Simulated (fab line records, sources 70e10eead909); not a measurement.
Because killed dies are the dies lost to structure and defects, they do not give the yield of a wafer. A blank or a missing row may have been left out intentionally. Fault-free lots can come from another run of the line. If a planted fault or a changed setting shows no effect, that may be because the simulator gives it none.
fab line records	flow nandHarc	part 1 of 2: steps 1 to 29 of 38
record lots=5	wafers=15	lastDay=31
route steps=1302 shown P_M0@269 P_M1@285
lots with no fault: from the same line, run without faults
startH: start of the lot's first displayed wafer, in hours after the record's first day	waitH: time in hours since the lot's previous step	" identical to the entry in the row above	L1.1+2: a single row standing in for several wafers	- no value, or no start was given	* or withheld: withheld	< > ~ a bound
route shown NAME@n: NAME is a module with steps in the file, n the number in the route of the first one	usual: the fault-free wafers' mean and standard deviation	same: alike in all rows	chamber/n: place in a boat	sites: the reading at each site	_std_site: the values' standard deviation	_edge_site: outer sites' mean less inner sites'	radiusMm: how far each site lies from the wafer's centre	mask NAME#n: copy n	behind: the most recent tool/chamber to have shaped the wafer	hold: why the lot was held/for how many hours/how that ended	device: whichever transistor did not switch (one of n, p or np)	end of line: tests run on the same wafers once the route is complete	step lacking rows: just its recipe	killed: dies that structure and defects cost at the first sort, which is not the same as the wafer's yield	map: per-die view of a wafer (x killed, . not killed, _ where there is no die)
set.NAME: the setting as run; set.NAME@STEP: as run at that earlier step	model.NAME: the simulator's own value behind a step, which no gauge read
lots at selected steps of the route; one table per step, one row per wafer
services: the hour from which a tool's chamber was out of use, counted from the record's first day as startH (under 0 if before that day), plus the number of hours and why
## steps
# step NHARC_P_M0_CD_MEAS_16
# usual cdNm=89.8/0.88
lot.wafer	tool	chamber	startH	waitH	cdNm
L078.1	cdSem-03	-	157.97	-	89.1
L078.3	"	-	"	"	88.8
L078.4	"	-	"	"	88.7
L080.3	cdSem-03	-	181.44	-	91.2
L080.4	"	-	"	"	90.4
L080.5	"	-	"	"	90.2
L085.4	cdSem-02	-	234.94	-	89.4
L085.5	"	-	"	"	89.3
L085.6	"	-	"	"	88.7
L086.3	cdSem-03	-	240.33	-	89.3
L086.4	"	-	"	"	90.2
L086.5	"	-	"	"	89.6
L092.2	cdSem-01	-	302.34	-	90.5
L092.3	"	-	"	"	89.9
L092.4	"	-	"	"	89.8
# step NHARC_P_M0_STRIP_18
# recipe powerW=1000	n2FlowSccm=150	h2FlowSccm=150	arFlowSccm=0	biasW=0	chemistry=N2/H2
# usual drypumpMotorCurrentA=5.83/0.23	oesProductAu=1.000/0.0082	rfVppV=90.9/1.1	showerheadPlenumPTorr=2.07/0.11	throttleValvePct=14.172/0.0088
lot.wafer	tool	chamber	startH	waitH	drypumpMotorCurrentA	oesProductAu	rfHoursCounterH	rfVppV	showerheadPlenumPTorr	throttleValvePct
L078.4	rieDiel-04	0	158.04	0.1	5.79	1.003	21	90.6	2.17	14.174
L078.3	"	1	"	"	5.52	1.010	22	90.2	2.18	14.192
L078.1	"	3	"	"	5.91	0.992	20	92.2	2.03	14.188
L080.4	rieDiel-02	2	181.57	0.1	5.11	1.003	44	89.7	1.92	14.161
L080.3	"	3	"	"	5.90	1.013	46	88.6	1.89	14.172
L080.5	"	1	"	"	5.94	1.004	-	91.4	2.01	14.161
L085.4	rieDiel-04	0	235.03	0.1	5.79	0.986	8	92.0	2.16	14.172
L085.6	"	3	"	"	5.91	0.997	-	90.7	2.02	14.166
L085.5	"	0	"	"	5.78	0.999	-	90.5	2.16	14.166
L086.4	rieDiel-05	0	240.42	0.1	5.83	0.991	0	89.9	1.93	14.170
L086.3	"	2	"	"	6.14	0.998	0	90.1	2.20	14.172
L086.5	"	0	"	"	5.82	0.990	-	90.7	1.93	14.186
L092.4	rieDiel-04	3	302.42	0.1	5.96	0.997	20	89.4	2.02	14.170
L092.3	"	1	"	"	5.50	1.012	20	92.3	2.17	14.171
L092.2	"	2	"	"	5.64	1.014	21	90.5	2.18	14.177
# step NHARC_P_M0_STRIP_19
# recipe timeS=600	tempC=30	chemistry=postEtchResidueRemover
# same timeS=600
lot.wafer	tool	chamber	startH	waitH
L078.3+4+1	wetBench-09	7,0,1	158.32	-
L080.4+5+3	wetBench-01	4,6,7	181.79	-
L085.5+6+4	wetBench-01	1,3,4	235.29	-
L086.4+5+3	wetBench-09	2,5,7	240.67	-
L092.4+2+3	wetBench-09	0,3,4	302.70	-
# step NHARC_P_M0_DEGAS_28
# recipe tempC=250	timeS=60
# usual heaterPowerW=330/28
# same timeS=60
lot.wafer	tool	chamber	startH	waitH	heaterPowerW
L078.3	pvdSputter-03	-	158.59	-	342
L078.4	"	-	"	"	329
L078.1	"	-	"	"	331
L080.4	pvdSputter-02	-	182.06	-	336
L080.3	"	-	"	"	357
L080.5	"	-	"	"	325
L085.4	pvdSputter-02	-	235.57	-	361
L085.5	"	-	"	"	320
L085.6	"	-	"	"	344
L086.3	pvdSputter-02	-	240.96	-	315
L086.4	"	-	"	"	345
L086.5	"	-	"	"	367
L092.3	pvdSputter-02	-	302.96	-	347
L092.2	"	-	"	"	323
L092.4	"	-	"	"	323
# step NHARC_P_M0_PRE_CLEAN_29
# recipe timeS=30	tempC=280	gas=H2/He
# usual heaterPowerW=403/34
# same timeS=30
lot.wafer	tool	chamber	startH	waitH	heaterPowerW
L078.1	pvdSputter-03	-	-	-	442
L078.4	"	-	"	"	409
L078.3	"	-	"	"	423
L080.4	pvdSputter-02	-	-	-	396
L080.3	"	-	"	"	441
L080.5	"	-	"	"	403
L085.4	pvdSputter-02	-	-	-	409
L085.6	"	-	"	"	447
L085.5	"	-	"	"	401
L086.3	pvdSputter-02	-	-	-	387
L086.4	"	-	"	"	397
L086.5	"	-	"	"	411
L092.4	pvdSputter-02	-	-	-	404
L092.2	"	-	"	"	407
L092.3	"	-	"	"	444
# step NHARC_P_M0_PVD_20
# recipe targetThkA=50	biasV=168.6	powerW=15000	chamberPressurePa=0.12	timeS=8.06	substrateTempC=50	material=TaN
# usual throttleValvePct=30.4/1.2
# same timeS=8.06
lot.wafer	tool	chamber	startH	waitH	throttleValvePct
L078.4	pvdSputter-03	-	-	-	30.5
L078.3	"	-	"	"	31.3
L078.1	"	-	"	"	27.7
L080.3	pvdSputter-02	-	-	-	30.9
L080.4	"	-	"	"	30.6
L080.5	"	-	"	"	31.3
L085.4	pvdSputter-02	-	-	-	31.2
L085.5	"	-	"	"	32.4
L085.6	"	-	"	"	31.0
L086.4	pvdSputter-02	-	-	-	31.1
L086.3	"	-	"	"	32.4
L086.5	"	-	"	"	30.7
L092.4	pvdSputter-02	-	-	-	31.1
L092.2	"	-	"	"	31.1
L092.3	"	-	"	"	32.1
# step NHARC_P_M0_PVD_21
# recipe targetThkA=300	chamberPressurePa=5	powerW=5000	substrateTempC=30	timeS=20.49	material=Cu
# usual throttleValvePct=30.3/1.2
# same timeS=20.49
lot.wafer	tool	chamber	startH	waitH	throttleValvePct
L078.3	pvdSputter-03	-	-	-	27.5
L078.4	"	-	"	"	31.1
L078.1	"	-	"	"	30.1
L080.3	pvdSputter-02	-	-	-	30.5
L080.4	"	-	"	"	31.8
L080.5	"	-	"	"	31.0
L085.4	pvdSputter-02	-	-	-	30.9
L085.5	"	-	"	"	31.1
L085.6	"	-	"	"	30.7
L086.3	pvdSputter-02	-	-	-	30.4
L086.4	"	-	"	"	32.4
L086.5	"	-	"	"	31.1
L092.3	pvdSputter-01	-	303.19	-	30.6
L092.4	"	-	"	"	28.5
L092.2	"	-	"	"	29.0
# step NHARC_P_M0_ECD_22
# recipe targetThkA=4000	bathTempC=25	material=Cu
lot.wafer	tool	chamber	startH	waitH
L078.1+4+3	ecdCu-01	1,0,1	159.01	-
L080.3+4+5	ecdCu-01	0,1,1	182.54	-
L085.4+6+5	ecdCu-02	1,0,1	236.06	-
L086.4+3+5	ecdCu-02	0,1,0	241.40	-
L092.2+4+3	ecdCu-01	0,0,1	303.33	-
# step NHARC_P_M0_ANNEAL_30
# recipe tempC=225	timeS=90
# usual wafer_temp_C_max=225.79/0.23
# same timeS=90
lot.wafer	tool	chamber	startH	waitH	wafer_temp_C_max
L078.1	rtpAnneal-01	0	159.34	0.3	225.95
L078.3	"	0	"	"	225.84
L078.4	"	0	"	"	226.15
L080.3	rtpAnneal-02	0	182.93	0.3	225.84
L080.4	"	0	"	"	225.91
L080.5	"	0	"	"	225.90
L085.4	rtpAnneal-02	0	236.44	-	225.53
L085.5	"	0	"	"	225.81
L085.6	"	0	"	"	225.62
L086.3	rtpAnneal-02	0	241.78	-	225.52
L086.4	"	0	"	"	225.51
L086.5	"	0	"	"	225.64
L092.2	rtpAnneal-02	0	303.75	-	225.65
L092.3	"	0	"	"	225.55
L092.4	"	0	"	"	225.73
# step NHARC_P_M0_CMP_23
# recipe tOverpolishS=20	targetThkNm=117.54
# usual motorCurrentA=11.9/1.6	timeToEndpointS=28.9/2.6
lot.wafer	tool	chamber	startH	waitH	motorCurrentA	timeToEndpointS
L078.4	cmp-03	3	159.68	-	14.3	30.6
L078.1	"	0	"	"	10.6	31.1
L078.3	"	2	"	"	13.9	31.2
L080.3	cmp-02	1	183.17	-	10.1	29.6
L080.4	"	2	"	"	12.2	31.5
L080.5	"	2	"	"	11.3	29.6
L085.4	cmp-03	3	236.63	-	14.4	31.5
L085.5	"	3	"	"	13.8	30.0
L085.6	"	0	"	"	11.0	32.9
L086.4	cmp-02	1	242.08	-	10.2	30.9
L086.3	"	3	"	"	13.1	30.7
L086.5	"	1	"	"	10.0	33.0
L092.4	cmp-02	0	304.05	-	11.3	27.8
L092.2	"	1	"	"	10.2	27.2
L092.3	"	2	"	"	12.1	28.0
# step NHARC_P_M0_THK_MEAS_24
# recipe thkMeasGauge=xrf
# usual thkNm=117.7/1.6
lot.wafer	tool	chamber	startH	waitH	thkNm
L078.1	filmMetro-02	-	160.00	-	119.7
L078.3	"	-	"	"	113.8
L078.4	"	-	"	"	116.4
L080.3	filmMetro-02	-	183.48	-	117.0
L080.4	"	-	"	"	118.2
L080.5	"	-	"	"	120.6
L085.4	filmMetro-01	-	236.95	-	116.3
L085.5	"	-	"	"	116.3
L085.6	"	-	"	"	117.0
L086.3	filmMetro-02	-	242.37	-	118.7
L086.4	"	-	"	"	118.7
L086.5	"	-	"	"	121.0
L092.2	filmMetro-02	-	304.36	-	116.4
L092.3	"	-	"	"	116.7
L092.4	"	-	"	"	115.5
# step NHARC_P_M0_SRD_25
lot.wafer	tool	chamber	startH	waitH
L078.4+1+3	wetBench-08	0,2,3	160.05	0.0
L080.5+4+3	wetBench-10	0,1,2	183.53	0.0
L085.6+5+4	wetBench-08	2,3,6	236.99	0.0
L086.4+3+5	wetBench-10	6,7,0	242.42	0.1
L092.3+4+2	wetBench-08	5,7,1	304.40	0.0
# step NHARC_P_M0_INSPECT_27
# usual rawDefectCount=314/120
lot.wafer	tool	chamber	startH	waitH	rawDefectCount
L078.1	defectInspect-02	-	160.15	0.0	286
L078.3	"	-	"	"	203
L078.4	"	-	"	"	123
L080.3	defectInspect-01	-	183.64	0.0	227
L080.4	"	-	"	"	236
L080.5	"	-	"	"	305
L085.4	defectInspect-01	-	237.11	0.0	231
L085.5	"	-	"	"	266
L085.6	"	-	"	"	239
L086.3	defectInspect-01	-	242.53	0.0	224
L086.4	"	-	"	"	354
L086.5	"	-	"	"	266
L092.2	defectInspect-01	-	304.52	0.0	335
L092.3	"	-	"	"	719
L092.4	"	-	"	"	206
# step NHARC_P_M0_PRE_CLEAN_31
# recipe timeS=12	tempC=370	rfPowerW=300	gas=NH3
# usual heaterPowerOuterW=376/62	heaterPowerW=647/79
# same timeS=12
lot.wafer	tool	chamber	startH	waitH	heaterPowerOuterW	heaterPowerW
L078.3	pecvd-02	1	160.23	0.1	343	638
L078.1	"	2	"	"	374	647
L078.4	"	1	"	"	347	646
L080.3	pecvd-01	0	183.73	0.1	462	716
L080.5	"	1	"	"	289	529
L080.4	"	2	"	"	338	619
L085.5	pecvd-01	0	237.35	0.2	523	799
L085.4	"	1	"	"	363	616
L085.6	"	2	"	"	355	617
L086.3	pecvd-02	1	242.59	0.1	351	631
L086.5	"	1	"	"	346	636
L086.4	"	2	"	"	372	648
L092.2	pecvd-02	1	304.59	0.1	399	699
L092.3	"	0	"	"	305	570
L092.4	"	0	"	"	307	564
# step NHARC_P_M0_DEP_32
# recipe targetThkA=300	tempC=370	targetThkNm=30	pressureTorr=3	flowSccm=200	rfW=450	material=SiCN
# usual heaterPowerOuterW=340/63	heaterPowerW=597/79
lot.wafer	tool	chamber	startH	waitH	heaterPowerOuterW	heaterPowerW
L078.3	pecvd-02	1	160.34	0.1	322	594
L078.1	"	2	"	"	270	505
L078.4	"	1	"	"	319	604
L080.3	pecvd-01	0	183.87	0.1	471	738
L080.5	"	1	"	"	300	530
L080.4	"	2	"	"	262	492
L085.5	pecvd-01	0	237.52	0.2	503	779
L085.4	"	1	"	"	275	527
L085.6	"	2	"	"	321	590
L086.3	pecvd-02	1	242.67	0.1	341	609
L086.5	"	1	"	"	332	614
L086.4	"	2	"	"	268	518
L092.2	pecvd-02	1	304.67	0.1	345	627
L092.3	"	0	"	"	231	455
L092.4	"	0	"	"	224	456
# step NHARC_P_M1_DEP_00
# recipe targetThkA=1825	targetThkNm=182.5	tempC=withheld	pressureTorr=5	flowSccm=200	rfW=600	material=SiOC
lot.wafer	tool	chamber	startH	waitH
L078.3+1+4	pecvd-01	2,0,2	160.71	-
L080.3+4+5	pecvd-02	2,1,0	184.24	-
L085.4+5+6	pecvd-01	0,1,2	-	-
L086.3+4+5	pecvd-04	1,0,2	243.11	-
L092.3+2+4	pecvd-04	0,1,2	305.08	-
# step NHARC_P_M1_DEHYDRATE_01
# recipe tempC=150	timeS=120
# same timeS=120
lot.wafer	tool	chamber	startH	waitH
L078.1+3+4	lithoTrack-06	0	161.12	-
L080.3+4+5	lithoTrack-01	0	184.61	-
L085.4+5+6	lithoTrack-06	0	238.19	-
L086.3+4+5	lithoTrack-06	0	243.47	-
L092.2+3+4	lithoTrack-04	0	305.49	-
# step NHARC_P_M1_HMDS_02
# recipe timeS=30
# same timeS=30
lot.wafer	tool	chamber	startH	waitH
L078.1+3+4	lithoTrack-06	0	-	-
L080.3+4+5	lithoTrack-01	0	-	-
L085.4+5+6	lithoTrack-06	0	-	-
L086.3+4+5	lithoTrack-06	0	-	-
L092.2+3+4	lithoTrack-04	0	-	-
# step NHARC_P_M1_COAT_34
# recipe tempC=200	timeS=65
# same timeS=65
lot.wafer	tool	chamber	startH	waitH
L078.1+3+4	lithoTrack-06	0	-	-
L080.3+4+5	lithoTrack-01	0	-	-
L085.4+5+6	lithoTrack-06	0	-	-
L086.3+4+5	lithoTrack-06	0	-	-
L092.2+3+4	lithoTrack-04	0	-	-
# step NHARC_P_M1_COAT_03
# recipe spinRpm=1500	resistThkNm=90
lot.wafer	tool	chamber	startH	waitH
L078.1+3+4	lithoTrack-06	0	-	-
L080.3+4+5	lithoTrack-01	0	-	-
L085.4+5+6	lithoTrack-06	0	-	-
L086.3+4+5	lithoTrack-06	0	-	-
L092.2+3+4	lithoTrack-04	0	-	-
# step NHARC_P_M1_SOFTBAKE_04
# recipe tempC=105	timeS=55
# same timeS=55
lot.wafer	tool	chamber	startH	waitH
L078.1+3+4	lithoTrack-06	0	-	-
L080.3+4+5	lithoTrack-01	0	-	-
L085.4+5+6	lithoTrack-06	0	-	-
L086.3+4+5	lithoTrack-06	0	-	-
L092.2+3+4	lithoTrack-04	0	-	-
# step NHARC_P_M1_EBR_05
lot.wafer	tool	chamber	startH	waitH
L078.1+3+4	lithoTrack-06	0	-	-
L080.3+4+5	lithoTrack-01	0	-	-
L085.4+5+6	lithoTrack-06	0	-	-
L086.3+4+5	lithoTrack-06	0	-	-
L092.2+3+4	lithoTrack-04	0	-	-
# step NHARC_P_M1_EXPOSE_06
# recipe na=1.35	targetCdNm=130	doseMj=81.88	maskId=P_M1
# usual exposureDoseMJCm2=81.88/0.088
# same na=1.35
lot.wafer	tool	chamber	startH	waitH	mask	exposureDoseMJCm2
L078.1	arfiScanner-03	0	161.41	-	P_M1#0	81.94
L078.3	"	0	"	"	P_M1#0	81.98
L078.4	"	0	"	"	P_M1#0	81.95
L080.3	arfiScanner-02	0	184.90	-	P_M1#0	81.89
L080.4	"	0	"	"	P_M1#0	81.93
L080.5	"	0	"	"	P_M1#0	81.87
L085.4	arfiScanner-03	0	238.50	-	P_M1#0	81.91
L085.5	"	0	"	"	P_M1#0	82.01
L085.6	"	0	"	"	P_M1#0	81.97
L086.3	arfiScanner-01	0	243.77	-	P_M1#0	81.92
L086.4	"	0	"	"	P_M1#0	81.93
L086.5	"	0	"	"	P_M1#0	81.83
L092.2	arfiScanner-01	0	305.78	-	P_M1#0	81.86
L092.3	"	0	"	"	P_M1#0	81.84
L092.4	"	0	"	"	P_M1#0	81.78
# step NHARC_P_M1_PEB_07
# recipe pebTempC=100	pebTimeS=65
lot.wafer	tool	chamber	startH	waitH
L078.1+3+4	lithoTrack-06	0	161.47	0.1
L080.3+4+5	lithoTrack-01	0	184.96	0.0
L085.4+5+6	lithoTrack-01	0	238.55	0.0
L086.3+4+5	lithoTrack-01	0	243.82	0.0
L092.2+3+4	lithoTrack-04	0	305.84	0.1
# step NHARC_P_M1_DEVELOP_08
# recipe developTimeS=35	devTempC=23
lot.wafer	tool	chamber	startH	waitH
L078.1+3+4	lithoTrack-06	0	-	-
L080.3+4+5	lithoTrack-01	0	-	-
L085.4+5+6	lithoTrack-01	0	-	-
L086.3+4+5	lithoTrack-01	0	-	-
L092.2+3+4	lithoTrack-04	0	-	-
# step NHARC_P_M1_CD_MEAS_09
# recipe targetCdNm=130	landingEnergyEv=500
# usual cdNm=130.0/0.68
lot.wafer	tool	chamber	startH	waitH	cdNm
L078.1	cdSem-03	0	161.55	-	129.8
L078.3	"	0	"	"	129.4
L078.4	"	0	"	"	130.6
L080.3	cdSem-01	0	185.04	-	129.9
L080.4	"	0	"	"	131.6
L080.5	"	0	"	"	130.5
L085.4	cdSem-03	0	238.63	-	130.9
L085.5	"	0	"	"	130.6
L085.6	"	0	"	"	131.1
L086.3	cdSem-01	0	243.90	-	131.7
L086.4	"	0	"	"	131.4
L086.5	"	0	"	"	130.4
L092.2	cdSem-02	0	305.93	-	129.9
L092.3	"	0	"	"	129.6
L092.4	"	0	"	"	129.9
# step NHARC_P_M1_OVL_MEAS_10
# recipe pitchNm=260
# usual overlayXNm=-0.1/1	overlayYNm=-0.1/0.76
lot.wafer	tool	chamber	startH	waitH	overlayXNm	overlayYNm
L078.1	overlay-01	-	161.64	-	0.0	0.5
L078.3	"	-	"	"	-0.1	0.2
L078.4	"	-	"	"	0.0	-0.1
L080.3	overlay-01	-	185.12	-	-0.4	0.2
L080.4	"	-	"	"	-1.0	0.9
L080.5	"	-	"	"	-0.9	0.3
L085.4	overlay-01	-	238.71	-	-1.8	0.6
L085.5	"	-	"	"	-1.7	0.5
L085.6	"	-	"	"	-2.1	1.1
L086.3	overlay-01	-	243.99	-	0.6	0.7
L086.4	"	-	"	"	0.1	0.9
L086.5	"	-	"	"	0.1	0.3
L092.2	overlay-02	-	306.01	-	-2.0	-1.1
L092.3	"	-	"	"	-1.9	-0.9
L092.4	"	-	"	"	-1.4	-1.2
# step NHARC_P_M1_INSPECT_11
# usual rawDefectCount=4.3/2.7
lot.wafer	tool	chamber	startH	waitH	rawDefectCount
L078.1	defectInspect-01	-	161.67	0.0	2
L078.3	"	-	"	"	1
L078.4	"	-	"	"	5
L080.3	defectInspect-01	-	185.16	0.0	5
L080.4	"	-	"	"	14
L080.5	"	-	"	"	12
L085.4	defectInspect-02	-	238.75	0.0	6
L085.5	"	-	"	"	5
L085.6	"	-	"	"	8
L086.3	defectInspect-01	-	244.02	0.0	3
L086.4	"	-	"	"	3
L086.5	"	-	"	"	7
L092.2	defectInspect-02	-	306.05	0.0	5
L092.3	"	-	"	"	3
L092.4	"	-	"	"	4
# step NHARC_P_M1_DESCUM_14
# recipe timeS=3	o2FlowSccm=200	arFlowSccm=0	biasPowerW=0	chemistry=O2
# usual drypumpMotorCurrentA=5.9/0.33	oesProductAu=0.998/0.01	rfVppV=57.7/0.84	showerheadPlenumPTorr=1.91/0.078	throttleValvePct=11.310/0.0089
# same timeS=3
lot.wafer	tool	chamber	startH	waitH	drypumpMotorCurrentA	oesProductAu	rfHoursCounterH	rfVppV	showerheadPlenumPTorr	throttleValvePct
L078.3	rieDiel-11	3	161.74	0.1	5.9	1.000	5	57.5	1.87	11.307
L078.4	"	0	"	"	5.8	1.000	4	59.4	2.05	11.302
L078.1	"	1	"	"	5.5	0.984	4	58.0	1.96	11.306
L080.3	rieDiel-06	0	185.22	0.1	6.0	0.999	4	58.9	1.89	11.328
L080.4	"	2	"	"	5.8	1.001	3	57.1	1.84	11.319
L080.5	"	0	"	"	6.0	1.006	-	58.3	1.89	11.301
L085.4	rieDiel-06	3	238.81	0.1	6.5	0.999	9	58.6	1.88	11.310
L085.6	"	3	"	"	6.5	0.992	-	59.0	1.88	11.309
L085.5	"	0	"	"	6.0	0.999	-	56.7	1.89	11.324
L086.4	rieDiel-06	0	244.08	0.1	6.0	0.998	10	58.4	1.89	11.298
L086.3	"	3	"	"	6.5	0.993	9	57.4	1.88	11.311
L086.5	"	0	"	"	5.9	0.999	-	56.5	1.89	11.302
L092.3	rieDiel-06	0	306.12	0.1	6.0	0.999	14	56.9	1.89	11.311
L092.2	"	1	"	"	5.6	1.017	14	57.9	2.01	11.315
L092.4	"	2	"	"	5.8	0.996	13	57.7	1.83	11.291
